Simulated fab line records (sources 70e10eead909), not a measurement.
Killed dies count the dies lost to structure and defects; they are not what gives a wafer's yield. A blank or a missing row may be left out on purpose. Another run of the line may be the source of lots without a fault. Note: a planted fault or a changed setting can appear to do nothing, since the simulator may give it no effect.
fab line records    flow nand-harc
[record] lots = 12  wafers = 35  last-day = 25
route steps=1159 shown A_M0@1018 A_M1@1040 END@1159
lots with no fault: from the same line, run without faults
start-h: the number of hours between the record's first day and the start of the first shown wafer of the lot    wait-h: time in hours since the lot's previous step    " the same as in the row above    L1.1+2: a single row standing in for several wafers    - value missing, or start not given    * or withheld: withheld    < > ~ a bound
route shown NAME@n: names a module that has steps shown in the file, with the first one's number in the route    usual: average and standard deviation across the fault-free wafers    same: alike in all rows    chamber/n: place in a boat    sites: readings site by site    _std_site: standard deviation of those values    _edge_site: mean of outer sites minus mean of inner sites    radius-mm: for every site, how far away it sits from the centre of the wafer    mask NAME#n: copy n    behind: the most recent tool/chamber to have shaped the wafer    hold: reason for holding the lot/hours on hold/outcome of the hold    device: transistor that didn't switch, given as n, p or np    end of line: the same wafers' tests at the end of the route    where a step has no rows: the recipe by itself    killed: count of dies lost to structure and defects at first sort (not the wafer's yield)    map: per-die view of a wafer (x killed, . not killed, _ where there is no die)
set.NAME: the setting that was run; set.NAME@STEP: the one run at that earlier step    model.NAME: the simulator's own value behind a step, which no gauge read
route steps across a sampled set of lots; one table per step, one row per wafer
services: when a tool's chamber went out of use (start-h, in hours from the record's first day, below 0 if earlier), for how many hours, and the reason
[[steps]]
[step NHARC_A_M0_ANNEAL_30]
[recipe] temp-c = 225  time-s = 90
[usual] wafer_temp_C_max = 226.5/0.44
lot.wafer  tool           chamber  start-h  wait-h  wafer_temp_C_max
L453.1     rtp-anneal-01  0        402.53   0.3     226.5
L453.2     "              0        "        "       227.3
L453.5     "              0        "        "       226.4
L455.1     rtp-anneal-02  0        406.86   -       226.1
L455.5     "              0        "        "       226.1
L455.6     "              0        "        "       225.7
L456.1     rtp-anneal-01  0        414.34   -       226.5
L456.3     "              0        "        "       227.0
L456.6     "              0        "        "       226.3
L463.1     rtp-anneal-02  0        453.08   0.3     225.8
L463.4     "              0        "        "       225.7
L467.3     rtp-anneal-01  0        473.01   -       226.5
L467.5     "              0        "        "       226.9
L467.6     "              0        "        "       226.6
L470.1     rtp-anneal-01  0        498.67   -       226.7
L470.3     "              0        "        "       227.0
L470.4     "              0        "        "       226.3
L469.1     rtp-anneal-01  0        506.65   -       226.6
L469.2     "              0        "        "       226.7
L469.6     "              0        "        "       226.9
L472.4     rtp-anneal-02  0        507.40   -       226.2
L472.5     "              0        "        "       225.8
L472.6     "              0        "        "       225.8
L471.2     rtp-anneal-02  0        507.77   0.3     226.2
L471.4     "              0        "        "       226.3
L471.5     "              0        "        "       226.1
L475.3     rtp-anneal-02  0        544.36   0.3     225.8
L475.5     "              0        "        "       225.8
L475.6     "              0        "        "       225.8
L474.1     rtp-anneal-01  0        544.55   0.3     227.5
L474.2     "              0        "        "       227.2
L474.4     "              0        "        "       227.0
L476.1     rtp-anneal-01  0        545.16   0.3     226.6
L476.5     "              0        "        "       226.6
L476.6     "              0        "        "       226.8
[step NHARC_A_M0_INSPECT_27]
[usual] raw-defect-count = 423/100
lot.wafer  tool               chamber  start-h  wait-h  raw-defect-count
L453.1     defect-inspect-01  -        403.38   0.0     668
L453.2     "                  -        "        "       503
L453.5     "                  -        "        "       415
L455.1     defect-inspect-01  -        407.70   0.1     343
L455.5     "                  -        "        "       378
L455.6     "                  -        "        "       334
L456.1     defect-inspect-01  -        415.15   0.0     465
L456.3     "                  -        "        "       364
L456.6     "                  -        "        "       691
L463.1     defect-inspect-02  -        453.89   0.0     335
L463.4     "                  -        "        "       351
L467.3     defect-inspect-02  -        473.72   0.0     459
L467.5     "                  -        "        "       499
L467.6     "                  -        "        "       417
L470.1     defect-inspect-02  -        499.49   0.0     412
L470.3     "                  -        "        "       486
L470.4     "                  -        "        "       369
L469.1     defect-inspect-02  -        507.46   0.0     528
L469.2     "                  -        "        "       491
L469.6     "                  -        "        "       529
L472.4     defect-inspect-01  -        508.09   0.1     421
L472.5     "                  -        "        "       330
L472.6     "                  -        "        "       317
L471.2     defect-inspect-01  -        508.55   0.0     459
L471.4     "                  -        "        "       537
L471.5     "                  -        "        "       571
L475.3     defect-inspect-01  -        545.07   0.0     411
L475.5     "                  -        "        "       398
L475.6     "                  -        "        "       432
L474.1     defect-inspect-01  -        545.37   0.0     584
L474.2     "                  -        "        "       324
L474.4     "                  -        "        "       315
L476.1     defect-inspect-01  -        545.98   0.0     359
L476.5     "                  -        "        "       435
L476.6     "                  -        "        "       462
[step NHARC_A_M1_ETCH_35]
[recipe] target-depth-a = 400  overetch-a = 120  time-s = 43.94  ion-energy-ev = 200  n2-flow-sccm = 150  h2-flow-sccm = 150  ar-flow-sccm = 0  rf-w = 400  bias-w = 150  chemistry = N2/H2
[usual] chamber-pressure-mTorr = 30.003/0.023  drypump-motor-current-A = 5.6/0.44  oes-product-au = 0.998/0.011  rf-vpp-V = 432.0/2.6  run-length-s = 65.4/0.39  showerhead-plenum-p-Torr = 2.09/0.095  throttle-valve-pct = 14.171/0.0089
lot.wafer  tool         chamber  start-h  wait-h  chamber-pressure-mTorr  drypump-motor-current-A  oes-product-au  rf-hours-counter-h  rf-vpp-V  run-length-s  showerhead-plenum-p-Torr  throttle-valve-pct
L453.1     rie-diel-05  0        405.05   0.1     29.983                  5.4                      0.997           4                   431.4     65.6          2.09                      14.173
L453.2     "            1        "        "       29.982                  5.3                      1.014           6                   428.6     64.7          1.95                      14.160
L453.5     "            0        "        "       29.941                  5.4                      1.010           -                   432.1     65.8          2.09                      14.161
L455.1     rie-diel-09  0        409.37   0.1     30.051                  5.7                      1.006           4                   434.4     65.3          2.20                      14.176
L455.6     "            3        "        "       29.998                  6.0                      1.022           -                   429.4     66.2          1.99                      14.170
L455.5     "            0        "        "       30.029                  5.7                      0.995           -                   434.9     65.6          2.20                      14.163
L456.3     rie-diel-05  1        416.79   0.1     29.971                  5.3                      1.009           8                   427.5     65.0          1.95                      14.172
L456.1     "            2        "        "       30.001                  5.1                      0.995           8                   432.9     55.6          2.18                      14.178
L456.6     "            2        "        "       30.016                  5.2                      0.980           -                   433.7     65.7          2.18                      14.176
L463.1     rie-diel-05  0        455.56   0.1     30.028                  5.5                      1.001           9                   430.4     55.2          2.09                      14.171
L463.4     "            2        "        "       30.031                  5.1                      0.977           11                  432.9     54.9          2.17                      14.171
L467.3     rie-diel-10  0        475.25   0.1     29.997                  6.3                      1.019           4                   433.1     65.2          2.15                      14.184
L467.5     "            3        "        "       29.975                  6.1                      0.996           -                   430.2     64.8          2.04                      14.179
L467.6     "            0        "        "       30.021                  6.3                      1.014           -                   432.6     65.1          2.15                      14.170
L470.4     rie-diel-10  1        501.07   0.1     30.026                  5.9                      0.998           5                   426.9     64.8          1.91                      14.165
L470.3     "            2        "        "       29.997                  5.3                      0.983           4                   431.6     64.9          2.08                      14.185
L470.1     "            0        "        "       29.977                  6.3                      1.021           5                   433.5     65.3          2.15                      14.158
L469.1     rie-diel-10  2        509.02   0.1     29.985                  5.3                      0.994           5                   432.8     65.1          2.07                      14.160
L469.2     "            1        "        "       30.045                  5.9                      0.990           6                   425.6     64.8          1.91                      14.161
L469.6     "            3        "        "       30.003                  6.0                      0.989           -                   430.3     64.7          2.04                      14.168
L472.4     rie-diel-10  2        509.76   0.1     29.974                  5.3                      0.998           5                   429.8     65.1          2.08                      14.171
L472.5     "            2        "        "       29.974                  5.3                      0.990           -                   432.4     65.0          2.07                      14.178
L472.6     "            3        "        "       30.001                  6.1                      0.993           -                   431.2     65.7          2.04                      14.157
L471.4     rie-diel-09  0        510.10   0.1     29.996                  5.6                      0.999           2                   434.5     65.4          2.20                      14.163
L471.2     "            2        "        "       30.022                  6.5                      0.977           1                   434.5     66.2          2.19                      14.158
L471.5     "            3        "        "       29.972                  6.0                      0.990           -                   429.3     65.5          1.99                      14.172
L475.3     rie-diel-05  1        546.70   0.1     30.037                  5.3                      0.998           2                   427.2     64.9          1.95                      14.164
L475.5     "            0        "        "       29.995                  5.5                      1.016           -                   432.1     65.6          2.09                      14.177
L475.6     "            1        "        "       30.011                  5.3                      0.994           -                   428.9     65.0          1.95                      14.168
L474.2     rie-diel-10  1        546.91   0.1     29.976                  5.9                      0.981           0                   426.4     64.8          1.91                      14.173
L474.4     "            2        "        "       30.045                  5.3                      0.986           0                   430.5     64.9          2.07                      14.159
L474.1     "            3        "        "       30.021                  6.1                      1.000           0                   429.8     64.9          2.04                      14.173
L476.1     rie-diel-05  0        547.53   0.1     30.021                  5.5                      1.002           1                   431.4     65.5          2.09                      14.184
L476.5     "            2        "        "       30.034                  5.1                      0.999           -                   435.2     65.6          2.17                      14.166
L476.6     "            3        "        "       30.011                  5.2                      1.005           -                   433.3     65.1          2.15                      14.151
[step NHARC_A_M1_DEGAS_29]
[recipe] temp-c = 250  time-s = 60
[usual] heater-power-w = 340/33
lot.wafer  tool            chamber  start-h  wait-h  heater-power-w
L453.1     pvd-sputter-02  -        406.00   -       334
L453.2     "               -        "        "       364
L453.5     "               -        "        "       332
L455.1     pvd-sputter-01  -        410.34   -       403
L455.5     "               -        "        "       407
L455.6     "               -        "        "       300
L456.1     pvd-sputter-02  -        417.73   -       334
L456.3     "               -        "        "       369
L456.6     "               -        "        "       344
L463.4     pvd-sputter-01  -        456.49   -       299
L463.1     "               -        "        "       403
L467.3     pvd-sputter-01  -        476.20   -       309
L467.5     "               -        "        "       296
L467.6     "               -        "        "       405
L470.1     pvd-sputter-02  -        502.00   -       347
L470.4     "               -        "        "       351
L470.3     "               -        "        "       327
L469.2     pvd-sputter-03  -        509.96   -       316
L469.1     "               -        "        "       375
L469.6     "               -        "        "       332
L472.4     pvd-sputter-01  -        510.70   -       311
L472.5     "               -        "        "       391
L472.6     "               -        "        "       289
L471.4     pvd-sputter-02  -        511.03   -       358
L471.2     "               -        "        "       368
L471.5     "               -        "        "       358
L475.3     pvd-sputter-01  -        547.63   -       296
L475.6     "               -        "        "       289
L475.5     "               -        "        "       312
L474.4     pvd-sputter-03  -        547.85   -       381
L474.2     "               -        "        "       361
L474.1     "               -        "        "       322
L476.1     pvd-sputter-01  -        548.46   -       301
L476.5     "               -        "        "       292
L476.6     "               -        "        "       313
[step NHARC_END_SORT_01]
[recipe] temp-c = 25
[usual] defect-limited-yield = 95.3/1.3  killed-at-array = 28/8.6  killed-at-other = 0.7/1.2  killed-at-periphery = 3.1/2.3  killed-dies = 32/8.7  killed-open = 3.2/1.7  killed-short = 2.0/1.5  sort_bin_2_pct = 1.5/0.58  sort_bin_3_pct = 0.28/0.22  sort_bin_4_pct = 3.0/0.86  sort-n-pass = 645/8.7  sort-rim-yield-pct = 97.8/1.4  sort-yield-pct = 95.3/1.3
[same] gross-dies = 677  sort_bin_5_pct[%] = 0  sort_bin_6_pct[%] = 0  sort_bin_7_pct[%] = 0  sort_bin_8_pct[%] = 0  sort-rim-n-gross = 106.00
lot.wafer  tool       chamber  start-h  wait-h  defect-limited-yield[%]  killed-at-array  killed-at-other  killed-at-periphery  killed-dies  killed-open  killed-short  sort_bin_2_pct[%]  sort_bin_3_pct[%]  sort_bin_4_pct[%]  sort-n-pass  sort-rim-yield-pct[%]  sort-yield-pct[%]
L463.1     prober-01  0        500.71   2.5     94.7                     30               2                4                    36           7            5             1.6                0.59               3.1                641          96.2                   94.7
L463.4     prober-01  0        503.11   3.4     96.6                     19               1                3                    23           3            2             1.6                0.30               1.5                654          97.2                   96.6
// killed by level:class
L463.1 A_CHANNEL_HOLE_D1:chamber-film-flake=13 A_ONON_D1:geometric-particle:open=2 A_BLC:geometric-particle:open=2 P_STI:chamber-film-flake=2 A_ZERO_WELL:chamber-film-flake=2 A_WL_FILL:chamber-film-flake=2 THIN_TSV:chamber-film-flake=2 P_GATE:geometric-particle:open=1
L463.4 A_CHANNEL_HOLE_D1:chamber-film-flake=12 A_STAIRCASE:chamber-film-flake=2 A_WL_FILL:chamber-film-flake=2 P_CONTACT:geometric-particle:short=1 P_CONTACT:geometric-particle:open=1 A_WL_FILL:geometric-particle:short=1 A_CONTACT:geometric-particle:open=1 A_BLC:geometric-particle:open=1
[[services]]
tool            chamber  start-h  hours  kind
rie-diel-05     3        378.93   7.5    repair
pvd-sputter-01  -        379.27   5.1    repair
pvd-sputter-02  -        388.15   2.2    repair
pvd-sputter-02  -        392.00   10.0   pm
rie-diel-05     0        395.82   8.7    repair
pvd-sputter-01  -        415.18   3.1    repair
pvd-sputter-03  -        426.72   1.4    repair
rie-diel-09     -        431.10   9.0    pm
rie-diel-10     0        435.00   -      clean
rie-diel-10     1        435.00   -      clean
rie-diel-10     2        435.00   -      clean
rie-diel-10     3        435.00   -      clean
rie-diel-10     2        452.57   2.5    repair
pvd-sputter-03  -        458.03   10.0   pm
rie-diel-10     0        459.50   -      clean
rie-diel-10     1        459.50   -      clean
rie-diel-10     2        459.50   -      clean
rie-diel-09     -        465.04   0.3    repair
pvd-sputter-03  -        489.15   2.4    repair
rie-diel-09     1        512.13   18.6   repair
pvd-sputter-01  -        514.09   10.0   pm
rie-diel-05     -        517.60   9.0    pm
rie-diel-05     0        528.34   4.5    repair
rie-diel-10     -        530.50   9.0    pm
[[key]]
[first-sign] step = NHARC_A_M1_ETCH_35  reading = run-length-s  direction = down  sigmas = 26  usual = *  struck = *
effect none on later readings
met-at NHARC_A_M1_ETCH_35
struck-lots L456,L463
struck-wafers L456.1,L463.1,L463.4
not-acting-at NHARC_A_M0_ANNEAL_30,NHARC_A_M0_INSPECT_27,NHARC_A_M1_DEGAS_29
onset-between 405.05 416.79
[fault] kind = process-parameter-drift  tool = rie-diel-05  chamber = -  onset-h = 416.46  steps = NHARC_A_M1_ETCH_35  channel = time-s  offset = *  shape = step  end-h = 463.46  scope = struck-wafers-only  acts-in = *  stated = *
